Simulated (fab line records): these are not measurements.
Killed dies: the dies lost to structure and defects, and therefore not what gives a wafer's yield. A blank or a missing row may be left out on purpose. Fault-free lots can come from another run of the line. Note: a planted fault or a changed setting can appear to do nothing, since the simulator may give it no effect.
fab line records | flow n5Finfet | part 2 of 2: steps 24 to 36 of 36
record: lots: 5 | wafers: 15 | lastDay: 19
route steps=1938 shown TV_OPEN@1888 PAD_METAL@1893 PASSIVATION@1897
lots that met no fault: from a run of the same line without faults
startH: hours from the record's first day to the start of the lot's first wafer shown | waitH: time in hours since the lot's previous step | " the same as in the row above | L1.1+2: several wafers, shown together as one row | - no value, or no start given | * or withheld: withheld | < > ~ a bound
route shown NAME@n: names a module that has steps shown in the file, with the first one's number in the route | usual: average and standard deviation across the fault-free wafers | same: alike in all rows | chamber/n: place in a boat | sites: readings site by site | _std_site: standard deviation of those values | _edge_site: the outer-site mean with the inner-site mean subtracted | radiusMm: how far each site lies from the wafer's centre | mask NAME#n: copy n | behind: the tool/chamber that last shaped the wafer | hold: what put the lot on hold/how long, in hours/how the hold closed | device: which transistor (n, p or np) failed to switch | end of line: tests of these same wafers at the route's end | a step with no rows: only its recipe | killed: count of dies lost to structure and defects at first sort (not the wafer's yield) | map: dies across one wafer; x = killed, . = not, _ = none there
set.NAME: the setting as run; set.NAME@STEP: as run at that earlier step | model.NAME: the simulator's own value behind a step, which no gauge read
lots at selected steps of the route; one table per step, one row per wafer
services: the hour from which a tool's chamber was out of use, counted from the record's first day as startH (under 0 if before that day), plus the number of hours and why
== steps ==
step: N5_PASSIVATION_STRIP_34
recipe: chemistry: O2 | powerW: 600 | tempC: 60 | pressureMtorr: 30 | rfFrequencyHz: 6e+07 | biasPowerW: 0 | overashFraction: 2 | o2FlowSccm: 225
usual: drypumpMotorCurrentA: 5.8/0.4 | oesProductAu: 0.84/0.093 | rfVppV: 3.8/1.4 | showerheadPlenumPTorr: 2.12/0.081 | throttleValvePct: 16.60/0.23
lot.wafer | tool       | chamber | startH | waitH | drypumpMotorCurrentA | oesProductAu | rfHoursCounterH | rfVppV | showerheadPlenumPTorr | throttleValvePct
L076.1    | rieDiel-02 | 3       | 333.60 | 0.4   | 4.9                  | 0.95         | 14              | 5.0    | 2.04                  | 16.28
L076.3    | "          | 0       | "      | "     | 5.8                  | 0.85         | -               | 3.5    | 2.23                  | 16.37
L076.5    | "          | 0       | "      | "     | 5.7                  | 0.87         | -               | 2.8    | 2.23                  | 16.35
L086.1    | rieDiel-05 | 0       | 372.14 | 0.1   | 5.6                  | 0.97         | 14              | 4.7    | 2.07                  | 16.75
L086.3    | "          | 3       | "      | "     | 6.1                  | 0.69         | 234             | 1.7    | 2.05                  | 16.87
L086.4    | "          | 1       | "      | "     | 6.5                  | 0.88         | 41              | 2.4    | 2.21                  | 16.51
L087.1    | rieDiel-04 | 3       | 384.41 | 0.2   | 5.8                  | 0.92         | 25              | 2.9    | 2.15                  | 16.83
L087.2    | "          | 0       | "      | "     | 5.6                  | 0.72         | 156             | 7.6    | 2.01                  | 16.51
L087.3    | "          | 1       | "      | "     | 5.3                  | 0.91         | 24              | 3.1    | 2.16                  | 16.88
L084.2    | rieDiel-04 | 0       | 385.29 | 0.1   | 5.6                  | 0.72         | 157             | 6.0    | 2.01                  | 16.49
L084.3    | "          | 3       | "      | "     | 5.8                  | 0.90         | 26              | 3.0    | 2.15                  | 16.88
L084.6    | "          | 3       | "      | "     | 5.7                  | 0.87         | -               | 7.6    | 2.15                  | 16.88
L097.1    | rieDiel-04 | 2       | 444.38 | 0.1   | 6.0                  | 0.93         | 28              | 1.8    | 2.22                  | 16.21
L097.2    | "          | 3       | "      | "     | 5.7                  | 0.84         | 47              | 5.9    | 2.14                  | 16.86
L097.6    | "          | 2       | "      | "     | 6.1                  | 0.90         | -               | 4.5    | 2.22                  | 16.22
step: N5_PASSIVATION_STRIP_51
recipe: chemistry: postEtchResidueRemover | timeS: 1200 | tempC: 72.5
lot.wafer  | tool        | chamber | startH | waitH
L076.1+3+5 | wetBench-02 | 0,3,1   | 333.68 | -
L086.1+3+4 | wetBench-05 | 5,6,0   | 372.20 | -
L087.1+2+3 | wetBench-05 | 0,6,3   | 384.48 | -
L084.2+3+6 | wetBench-02 | 4,2,5   | 385.36 | -
L097.1+2+6 | wetBench-02 | 7,4,6   | 444.44 | -
step: N5_PASSIVATION_CLEAN_69
recipe: chemistry: IPA | timeS: 180 | tempC: 25
lot.wafer  | tool        | chamber | startH | waitH
L076.1+3+5 | wetBench-02 | 0,3,1   | 334.02 | 0.0
L086.1+3+4 | wetBench-05 | 5,6,0   | 372.54 | 0.0
L087.1+2+3 | wetBench-05 | 0,6,3   | 384.82 | 0.0
L084.2+3+6 | wetBench-02 | 4,2,5   | 385.69 | 0.0
L097.1+2+6 | wetBench-02 | 7,4,6   | 444.78 | 0.0
step: N5_PASSIVATION_SRD_70
recipe: dry: ipaMarangoni | timeS: 30 | tempC: 23 | rinseLiquid: diw
lot.wafer  | tool        | chamber | startH | waitH
L076.1+3+5 | wetBench-02 | 0,3,1   | 334.07 | 0.0
L086.1+3+4 | wetBench-05 | 5,6,0   | 372.59 | 0.0
L087.1+2+3 | wetBench-05 | 0,6,3   | 384.87 | 0.0
L084.2+3+6 | wetBench-02 | 4,2,5   | 385.74 | 0.0
L097.1+2+6 | wetBench-02 | 7,4,6   | 444.83 | 0.0
step: N5_PASSIVATION_PECVD_53
recipe: material: SiO2 | targetThkA: 8000 | tempC: 400 | precursor: TEOS/O2 | pressureTorr: 6.5 | rfW: withheld | teosFlowSccm: withheld | gas: O2 | flowSccm: 2650 | timeS: 169.4
lot.wafer  | tool     | chamber | startH | waitH
L076.1+3+5 | pecvd-04 | 2,1,1   | 334.12 | 0.0
L086.1+3+4 | pecvd-01 | 2,0,0   | 372.64 | 0.0
L087.1+2+3 | pecvd-04 | 0,2,0   | 384.91 | 0.0
L084.2+3+6 | pecvd-02 | 0,2,1   | 385.79 | 0.0
L097.1+2+6 | pecvd-02 | 2,1,2   | 444.88 | 0.0
step: N5_PASSIVATION_PECVD_35
recipe: material: SiNx | targetThkA: 7000 | tempC: 400 | precursor: SiH4/NH3/N2 | pressureTorr: 4.9 | rfW: 1406 | timeS: 151.3
usual: heaterPowerW: 341/90 | showerheadPlenumPTorr: 8.67/0.075 | throttleValvePct: 29.6/1.3
lot.wafer | tool     | chamber | startH | waitH | heaterPowerW | showerheadPlenumPTorr | throttleValvePct
L076.1    | pecvd-04 | 2       | 334.23 | 0.1   | 273          | 8.68                  | 28.2
L076.3    | "        | 1       | "      | "     | 313          | 8.78                  | 29.4
L076.5    | "        | 1       | "      | "     | 331          | 8.77                  | 29.8
L086.1    | pecvd-01 | 2       | 372.75 | 0.1   | 368          | 8.77                  | 27.2
L086.3    | "        | 0       | "      | "     | 598          | 8.75                  | 30.7
L086.4    | "        | 0       | "      | "     | 433          | 8.75                  | 30.7
L087.1    | pecvd-04 | 0       | 385.08 | 0.1   | 299          | 8.62                  | 29.0
L087.2    | "        | 2       | "      | "     | 282          | 8.65                  | 28.0
L087.3    | "        | 0       | "      | "     | 307          | 8.65                  | 29.3
L084.2    | pecvd-02 | 0       | 385.90 | 0.1   | 371          | 8.55                  | 30.5
L084.3    | "        | 2       | "      | "     | 368          | 8.62                  | 29.1
L084.6    | "        | 1       | "      | "     | 314          | 8.67                  | 31.1
L097.1    | pecvd-02 | 2       | 444.99 | 0.1   | 325          | 8.63                  | 29.4
L097.2    | "        | 1       | "      | "     | 356          | 8.67                  | 31.5
L097.6    | "        | 2       | "      | "     | 344          | 8.62                  | 29.2
step: N5_PASSIVATION_HMDS_37
recipe: timeS: 60 | tempC: 120
lot.wafer  | tool          | chamber | startH | waitH
L076.1+3+5 | lithoTrack-04 | 0       | 334.37 | 0.1
L086.1+3+4 | lithoTrack-01 | 0       | 372.89 | 0.1
L087.1+2+3 | lithoTrack-01 | 0       | 385.27 | 0.1
L084.2+3+6 | lithoTrack-02 | 0       | 386.04 | 0.1
L097.1+2+6 | lithoTrack-01 | 0       | 445.13 | 0.1
step: N5_PASSIVATION_COAT_38
recipe: spinRpm: 3000 | resistThkNm: withheld
lot.wafer  | tool          | chamber | startH | waitH
L076.1+3+5 | lithoTrack-04 | 0       | -      | -
L086.1+3+4 | lithoTrack-01 | 0       | -      | -
L087.1+2+3 | lithoTrack-01 | 0       | -      | -
L084.2+3+6 | lithoTrack-02 | 0       | -      | -
L097.1+2+6 | lithoTrack-01 | 0       | -      | -
step: N5_PASSIVATION_EBR_40
recipe: solvent: PGMEA | ebrWidthMm: 1.5
lot.wafer  | tool          | chamber | startH | waitH
L076.1+3+5 | lithoTrack-04 | 0       | -      | -
L086.1+3+4 | lithoTrack-01 | 0       | -      | -
L087.1+2+3 | lithoTrack-01 | 0       | -      | -
L084.2+3+6 | lithoTrack-02 | 0       | -      | -
L097.1+2+6 | lithoTrack-01 | 0       | -      | -
step: N5_PASSIVATION_SOFTBAKE_39
recipe: tempC: 110 | timeS: 120
lot.wafer  | tool          | chamber | startH | waitH
L076.1+3+5 | lithoTrack-04 | 0       | -      | -
L086.1+3+4 | lithoTrack-01 | 0       | -      | -
L087.1+2+3 | lithoTrack-01 | 0       | -      | -
L084.2+3+6 | lithoTrack-02 | 0       | -      | -
L097.1+2+6 | lithoTrack-01 | 0       | -      | -
step: N5_PASSIVATION_EXPOSE_41
recipe: maskId: PASS_OPEN | na: 0.55 | defocusNm: 0 | sourceShape: conventional | sigmaOuter: 0.8 | polarization: unpolarized | targetCdNm: 40000 | doseMj: 57.25
usual: stageVelMmS: 499.99/0.26
same: sigmaOuter: 0.8
lot.wafer | tool          | chamber | startH | waitH | mask        | stageVelMmS
L076.1    | krfScanner-01 | 0       | 334.48 | -     | PASS_OPEN#0 | 499.89
L076.3    | "             | 0       | "      | "     | PASS_OPEN#0 | 499.96
L076.5    | "             | 0       | "      | "     | PASS_OPEN#0 | 499.78
L086.1    | krfScanner-02 | 0       | 373.01 | -     | PASS_OPEN#0 | 500.18
L086.3    | "             | 0       | "      | "     | PASS_OPEN#0 | 500.23
L086.4    | "             | 0       | "      | "     | PASS_OPEN#0 | 499.80
L087.1    | krfScanner-01 | 0       | 385.51 | -     | PASS_OPEN#0 | 499.91
L087.2    | "             | 0       | "      | "     | PASS_OPEN#0 | 500.02
L087.3    | "             | 0       | "      | "     | PASS_OPEN#0 | 500.04
L084.2    | krfScanner-02 | 0       | 386.28 | -     | PASS_OPEN#0 | 500.36
L084.3    | "             | 0       | "      | "     | PASS_OPEN#0 | 500.25
L084.6    | "             | 0       | "      | "     | PASS_OPEN#0 | 499.98
L097.1    | krfScanner-01 | 0       | 445.37 | -     | PASS_OPEN#0 | 499.49
L097.2    | "             | 0       | "      | "     | PASS_OPEN#0 | 499.80
L097.6    | "             | 0       | "      | "     | PASS_OPEN#0 | 499.93
step: N5_PASSIVATION_PEB_42
recipe: pebTempC: withheld | pebTimeS: *
lot.wafer  | tool          | chamber | startH | waitH
L076.1+3+5 | lithoTrack-01 | 0       | 334.54 | 0.1
L086.1+3+4 | lithoTrack-01 | 0       | 373.07 | 0.1
L087.1+2+3 | lithoTrack-01 | 0       | 385.57 | 0.1
L084.2+3+6 | lithoTrack-02 | 0       | 386.34 | 0.0
L097.1+2+6 | lithoTrack-01 | 0       | 445.43 | 0.1
step: N5_PASSIVATION_DEVELOP_43
recipe: developTimeS: 60 | rinseLiquid: diw | dry: airSpin | devTempC: 21
lot.wafer  | tool          | chamber | startH | waitH
L076.1+3+5 | lithoTrack-01 | 0       | -      | -
L086.1+3+4 | lithoTrack-01 | 0       | -      | -
L087.1+2+3 | lithoTrack-01 | 0       | -      | -
L084.2+3+6 | lithoTrack-02 | 0       | -      | -
L097.1+2+6 | lithoTrack-01 | 0       | -      | -
== services ==
tool          | chamber | startH | hours | kind
krfScanner-01 | -       | 310.87 | 1.0   | pm
krfScanner-01 | -       | 324.41 | 0.8   | repair
rieDiel-04    | -       | 328.22 | 20.3  | repair
rieDiel-02    | 2       | 329.23 | 17.8  | repair
rieDiel-05    | -       | 333.67 | 14.6  | pm
krfScanner-01 | -       | 339.06 | 0.6   | repair
krfScanner-02 | -       | 343.08 | 1.0   | pm
rieDiel-03    | 0       | 348.81 | 7.2   | repair
rieDiel-05    | 0       | 359.71 | 4.8   | repair
krfScanner-02 | -       | 360.15 | 0.8   | pm
rieDiel-04    | 3       | 360.47 | 4.1   | repair
pvdSputter-02 | -       | 375.57 | 6.0   | repair
rieDiel-02    | 1       | 377.18 | 19.5  | repair
krfScanner-01 | -       | 386.99 | 1.3   | pm
pecvd-02      | 0       | 388.25 | 6.3   | repair
rieDiel-04    | 1       | 399.45 | 5.4   | repair
krfScanner-01 | -       | 403.59 | 0.5   | repair
pecvd-02      | -       | 404.61 | 0.9   | repair
krfScanner-02 | -       | 407.00 | 2.9   | repair
rieDiel-01    | 0       | 412.31 | 8.5   | repair
pvdSputter-01 | -       | 414.55 | 1.5   | repair
pecvd-02      | -       | 416.50 | 0.8   | repair
krfScanner-02 | -       | 419.46 | 3.6   | pm
krfScanner-02 | -       | 427.68 | 1.3   | pm
